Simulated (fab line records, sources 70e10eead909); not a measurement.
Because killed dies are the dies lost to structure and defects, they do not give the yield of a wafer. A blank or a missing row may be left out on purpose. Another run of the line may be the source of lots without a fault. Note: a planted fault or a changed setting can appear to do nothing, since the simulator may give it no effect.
A struck lot beside a sound one -- flow nand harc -- 42 steps out of a route of 1302
Sound: these wafers, L302.1, L302.3, L302.4. Struck: wafer L293.5. (L293.2 of the same lot was not struck and is left out.) The cause comes at the end.
Per side, at each step with rows, come the tool, then ch with its chambers, and then its first start. Under that, the readings that differ: sound wafers -- struck wafers -- difference of the means -- sigmas: that difference in standard deviations of wafers without a fault.
alike: readings whose means differ by less than 2 such deviations, and words and numbers that are the same on both sides. not compared: withheld readings, readings that some wafer has no value for, bounds like >300 that may hide the same value, and numbers for which the record gives no deviation and whose values overlap.
The two part at a step that has a row with sigmas, a row that says differs or no value, or rows on one side only. Numbers that have no deviation but don't overlap get no sigmas and don't part them. A reading that every wafer of one side lacks parts them only if that side has two wafers or more.

NHARC_P_GATE_STRIP_101: strips in O2, time 20 s.
  sound on rie diel-10 ch 0,1,3, day 13 22:33; struck on rie diel-10 ch 3, day 9 22:38
  alike: drypump motor current A, o2 flow sccm, oes product au, rf vpp V, showerhead plenum p Torr, throttle valve pct
  not compared: rf hours counter h
then, 11 steps without rows for these wafers: NHARC_P_GATE_PRECLEAN_97 (cleans in SPM, time 600 s); NHARC_P_GATE_SRD_98; NHARC_P_GATE_PRECLEAN_99 (cleans in SC1); NHARC_P_GATE_SRD_100; NHARC_P_GATE_DEHYDRATE_38 (time 120 s); NHARC_P_GATE_HMDS_39 (time 30 s); NHARC_P_GATE_COAT_40; NHARC_P_GATE_SOFTBAKE_41 (time 95 s); NHARC_P_GATE_EBR_42; NHARC_P_GATE_EXPOSE_43 (exposes mask P NSD, target cd 720 nm); NHARC_P_GATE_PEB_44 (peb time 85 s).
NHARC_P_GATE_DEVELOP_45: time 70 s.
  sound on litho track-02 ch 0, day 13 23:00; struck on litho track-07 ch 0, day 9 23:00
then, 1 step without rows for these wafers: NHARC_P_GATE_HARDBAKE_47 (time 80 s).
NHARC_P_GATE_DESCUM_48: chemistry O2, time 3 s.
  sound on rie diel-10 ch 1,2,3, day 13 23:31; struck on rie diel-10 ch 2, day 9 23:43
reading,sound,struck,difference,sigmas
model.P_GATE.cd nm (nm),723.3 722 722.6,117.9,-604.7,
  alike: drypump motor current A, o2 flow sccm, oes product au, rf vpp V, showerhead plenum p Torr, throttle valve pct
  not compared: rf hours counter h
following that, these wafers have no rows for 1 step: NHARC_P_GATE_IMPLANT_49.
NHARC_P_GATE_STRIP_111: strips in N2/H2, time 250 s.
  sound on plasma asher-02 ch 0,1, day 13 23:53; struck on plasma asher-01 ch 0, day 10 00:04
  alike: drypump motor current A, heater power w
  not compared: rf hours counter h
NHARC_P_GATE_STRIP_75: strips in O2.
  sound on plasma asher-02 ch 0,1, day 14 00:11; struck on plasma asher-01 ch 0, day 10 00:22
  alike: drypump motor current A, heater power w
  not compared: rf hours counter h
then, 10 steps without rows for these wafers: NHARC_P_GATE_STRIP_50 (strips in SPM, time 900 s); NHARC_P_GATE_DEHYDRATE_51 (time 120 s); NHARC_P_GATE_HMDS_52 (time 30 s); NHARC_P_GATE_COAT_53; NHARC_P_GATE_SOFTBAKE_54 (time 95 s); NHARC_P_GATE_EBR_55; NHARC_P_GATE_EXPOSE_56 (exposes mask P PSD, target cd 720 nm); NHARC_P_GATE_PEB_57 (peb time 85 s); NHARC_P_GATE_DEVELOP_58 (time 70 s); NHARC_P_GATE_HARDBAKE_60 (time 80 s).
NHARC_P_GATE_DESCUM_61: chemistry O2, time 3 s.
  sound on rie diel-04 ch 0,1,2, day 14 01:17; struck on rie diel-01 ch 0, day 10 01:22
  alike: drypump motor current A, o2 flow sccm, oes product au, rf vpp V, showerhead plenum p Torr, throttle valve pct
  not compared: rf hours counter h
following that, these wafers have no rows for 1 step: NHARC_P_GATE_IMPLANT_62.
NHARC_P_GATE_STRIP_112: strips in N2/H2, time 200 s.
  sound on plasma asher-02 ch 0,1, day 14 01:38; struck on plasma asher-02 ch 1, day 10 01:47
reading,sound,struck,difference,sigmas
heater power w (W),89.0 88.2 86.8,81.3,-6.7,-2
  alike: drypump motor current A
  not compared: rf hours counter h
then, 9 steps without rows for these wafers: NHARC_P_GATE_STRIP_76 (strips in O2); NHARC_P_GATE_STRIP_63 (strips in SPM, time 900 s); NHARC_P_GATE_DEHYDRATE_83 (time 120 s); NHARC_P_GATE_HMDS_84 (time 30 s); NHARC_P_GATE_COAT_85; NHARC_P_GATE_SOFTBAKE_86 (time 95 s); NHARC_P_GATE_EBR_87; NHARC_P_GATE_EXPOSE_88 (exposes mask P HVN, target cd 2000 nm); NHARC_P_GATE_PEB_89 (peb time 85 s).
NHARC_P_GATE_DESCUM_93: chemistry O2, time 3 s.
  sound on rie diel-04 ch 0,1,3, day 14 02:52; struck on rie diel-01 ch 1, day 10 03:04
reading,sound,struck,difference,sigmas
showerhead plenum p Torr (Torr),1.92 2.06 2.01,1.85,-0.15,-2
model.P_GATE.cd nm (nm),2000 722 2001,117.9,-1456.4,
  alike: drypump motor current A, o2 flow sccm, oes product au, rf vpp V, throttle valve pct
  not compared: rf hours counter h
-- jump in the record: it breaks off in module P_GATE and resumes in module END (first step shown: number 1302 of the route), and 18 days separate the struck wafers' starts before and after --
NHARC_END_SORT_01:
  the record has rows for the struck wafers here (prober-01 ch 0, day 28 13:52) and none for the sound ones

## WHERE THEY PART
First at NHARC_P_GATE_STRIP_112; last, within this record, at NHARC_END_SORT_01.

WHY: what the simulator had put in
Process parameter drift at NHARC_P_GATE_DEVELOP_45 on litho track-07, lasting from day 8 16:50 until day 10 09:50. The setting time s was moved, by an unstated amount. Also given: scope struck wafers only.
